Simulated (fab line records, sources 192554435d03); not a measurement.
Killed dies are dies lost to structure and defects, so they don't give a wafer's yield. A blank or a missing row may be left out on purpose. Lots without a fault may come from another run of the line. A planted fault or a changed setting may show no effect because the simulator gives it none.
Problem report in the 8D (eight disciplines) form, filled by code | flow n5_finfet | the parts of the form that need people (team, actions taken, sign-off) are left out

1. THE PROBLEM
barrier_field_endpoint_s at N5_BEOL_M15_CMP_49 reads a mean of 10.16 s on 2 wafers of 2 lots; wafers without a fault read 11.34 s with a standard deviation of 0.25. That is -4.7 standard deviations from the usual mean.
The step: polishes, stops on SiO2, t overpolish 4.9 s, target thk 850 nm.
First seen on wafer L979.2, day 13 18:59, on cmp-04. The record holds 32 wafers of 11 lots with a number at this step. Rule for "out", or "out of limits": more than 4 standard deviations from the usual mean. The other wafers with a number count as sound.

2. WHAT IT IS AND WHAT IT IS NOT
question                    | is                       | is not
which readings at this step | barrier_field_endpoint_s | head_pressure_psi, motor_current_A
which lots                  | L979, L984               | L973, L974, L975, L977, L991, L992, L994, L995, L996
which wafers of those lots  | L979.2, L984.2           | L979.1, L979.6, L984.1, L984.6
read on which tools         | cmp-01, cmp-04           | cmp-03
when                        | from day 13 18:59        | up to then (14 sound wafers); but 16 sound wafers of L984, L991, L992, L994, L995, L996 came after

3. SUSPECTS, AND WHAT RULES EACH OUT
Counting: a tool at a process step up to the reading stays a suspect if it ran every lot that is out. Sound lots after the first of them don't rule it out here, since some wafers of a struck lot are sound.
- rie_diel-05 at N5_BEOL_M15_STRIP_37 (strips in O2): kept. It ran every lot that is out, first L979 (day 13 18:04); its last sound lot up to then is L973 (day 12 03:34). N5_BEOL_M15_STRIP_37 gives no start for some lots, so the hours and the order of its lots are those of N5_BEOL_M15_PRE_CLEAN_42.
- pvd_sputter-01 at N5_BEOL_M15_PRE_CLEAN_42 (time 30 s): kept. It ran every lot that is out, first L979 (day 13 18:04); its last sound lot up to then is L973 (day 12 03:34).
- pvd_sputter-01 at N5_BEOL_M15_SPUTTER_44 (material Ta, target thk 15 nm, time 24.19 s): kept. It ran every lot that is out, first L979 (day 13 18:11); its last sound lot up to then is L973 (day 12 03:41).
Left after counting: rie_diel-05 at N5_BEOL_M15_STRIP_37, pvd_sputter-01 at N5_BEOL_M15_PRE_CLEAN_42, pvd_sputter-01 at N5_BEOL_M15_SPUTTER_44.

4. THE CAUSE (what the simulator had put in)
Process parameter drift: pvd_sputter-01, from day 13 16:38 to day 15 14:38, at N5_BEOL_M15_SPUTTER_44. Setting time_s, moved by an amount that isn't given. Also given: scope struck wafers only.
Counting left 3 suspects, and this tool is among them.

5. THE CHAIN OF EFFECTS, in route order
Each row: a reading whose mean over the struck wafers that have a number lies more than 3 standard deviations from the usual. Only readings for which the record gives a usual standard deviation are gone through. hours: the time from each lot's start at the first step in this table that gives one to its start at this step, as a median over the lots. sigmas: the change in usual standard deviations.
hours | step               | reading                  | usual   | on struck wafers | change | sigmas
0     | N5_BEOL_M15_CMP_49 | barrier_field_endpoint_s | 11.34 s | 10.16            | -1.18  | -4.7
The process steps in it:
- N5_BEOL_M15_CMP_49: polishes, stops on SiO2, t overpolish 4.9 s, target thk 850 nm.
Later measuring or inspecting steps at which every struck wafer that the step has a row for has a number for every such reading, and none has moved that far: N5_BEOL_M15_THK_MEAS_50.

6. WHAT WOULD HAVE CAUGHT IT SOONER
In this record the first reading out of limits was taken at day 13 18:59, 2 hours after the fault began at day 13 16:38.
Of the tool readings at N5_BEOL_M15_SPUTTER_44 for which the record gives a usual standard deviation, none was out on any struck wafer, so an alarm limit of 4 standard deviations on them would not have fired.
Of the lots that are out (2), L984 began N5_BEOL_M15_SPUTTER_44 on pvd_sputter-01 after day 13 18:59. A hold on the tool at that time would have spared it.
